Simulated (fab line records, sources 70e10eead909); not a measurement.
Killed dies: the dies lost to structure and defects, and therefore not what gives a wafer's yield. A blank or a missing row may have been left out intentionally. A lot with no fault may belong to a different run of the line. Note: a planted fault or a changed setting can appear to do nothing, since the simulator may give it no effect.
Chamber matching || flow nand-harc || 3 sister chambers for NHARC_A_M0_PRE_CLEAN_31 on pecvd-04
The step time 12 s. 16 wafers are shown with their chamber, then 8 later ones without.

EACH WAFER AND ITS CHAMBER
{"wafer": "L075.1", "chamber": 0, "heater-power-w (W)": 663}
{"wafer": "L075.4", "chamber": 2, "heater-power-w (W)": 771}
{"wafer": "L075.5", "chamber": 1, "heater-power-w (W)": 658}
{"wafer": "L081.1", "chamber": 2, "heater-power-w (W)": 703}
{"wafer": "L081.3", "chamber": 1, "heater-power-w (W)": 625}
{"wafer": "L081.4", "chamber": 0, "heater-power-w (W)": 765}
{"wafer": "L081.2", "chamber": 0, "heater-power-w (W)": 757}
{"wafer": "L081.5", "chamber": 2, "heater-power-w (W)": 742}
{"wafer": "L081.6", "chamber": 1, "heater-power-w (W)": 626}
{"wafer": "L083.2", "chamber": 1, "heater-power-w (W)": 718}
{"wafer": "L083.3", "chamber": 0, "heater-power-w (W)": 668}
{"wafer": "L083.4", "chamber": 2, "heater-power-w (W)": 683}
{"wafer": "L088.1", "chamber": 0, "heater-power-w (W)": 783}
{"wafer": "L088.4", "chamber": 1, "heater-power-w (W)": 584}
{"wafer": "L088.5", "chamber": 0, "heater-power-w (W)": 750}
{"wafer": "L090.1", "chamber": 2, "heater-power-w (W)": 761}

SIGNATURES (averages over the wafers above)
{"reading": "heater-power-w", "chamber 0": 731.00, "chamber 1": 642.20, "chamber 2": 732.00, "scatter within a chamber": 47.3}
Rule: for each reading, subtract the chamber's mean from the wafer's reading, divide by that reading's scatter and square the result; add these up over the readings and take the root, which gives the wafer's distance from the chamber. If the next closest chamber is less than 2 further off than the closest, the wafer can't be placed; otherwise it belongs to the closest. The scatter: the root of (the sum of the squares of (reading less its chamber's mean) over the shown wafers, divided by (wafers less chambers)).

WAFERS WITHOUT THEIR CHAMBER
{"wafer": "L090.5", "heater-power-w (W)": 765}
{"wafer": "L090.6", "heater-power-w (W)": 833}
{"wafer": "L095.1", "heater-power-w (W)": 720}
{"wafer": "L095.2", "heater-power-w (W)": 762}
{"wafer": "L095.5", "heater-power-w (W)": 589}
{"wafer": "L097.2", "heater-power-w (W)": 578}
{"wafer": "L097.3", "heater-power-w (W)": 716}
{"wafer": "L097.5", "heater-power-w (W)": 704}

THE CHAMBER EACH PASSED THROUGH
{"wafer": "L090.5", "from the rows above": "can't be placed: 2 or 0 or 1", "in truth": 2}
{"wafer": "L090.6", "from the rows above": "can't be placed: 2 or 0 or 1", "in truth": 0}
{"wafer": "L095.1", "from the rows above": "can't be placed: 0 or 2 or 1", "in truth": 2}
{"wafer": "L095.2", "from the rows above": "can't be placed: 2 or 0 or 1", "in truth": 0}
{"wafer": "L095.5", "from the rows above": "can't be placed: 1 or 0 or 2", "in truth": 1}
{"wafer": "L097.2", "from the rows above": "can't be placed: 1 or 0 or 2", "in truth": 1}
{"wafer": "L097.3", "from the rows above": "can't be placed: 0 or 2 or 1", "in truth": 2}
{"wafer": "L097.5", "from the rows above": "can't be placed: 0 or 2 or 1", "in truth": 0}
Correct placement for 0 of the 8. These rows do not allow placing 8 (true chamber among the candidates in 8). Number placed wrongly: 0.
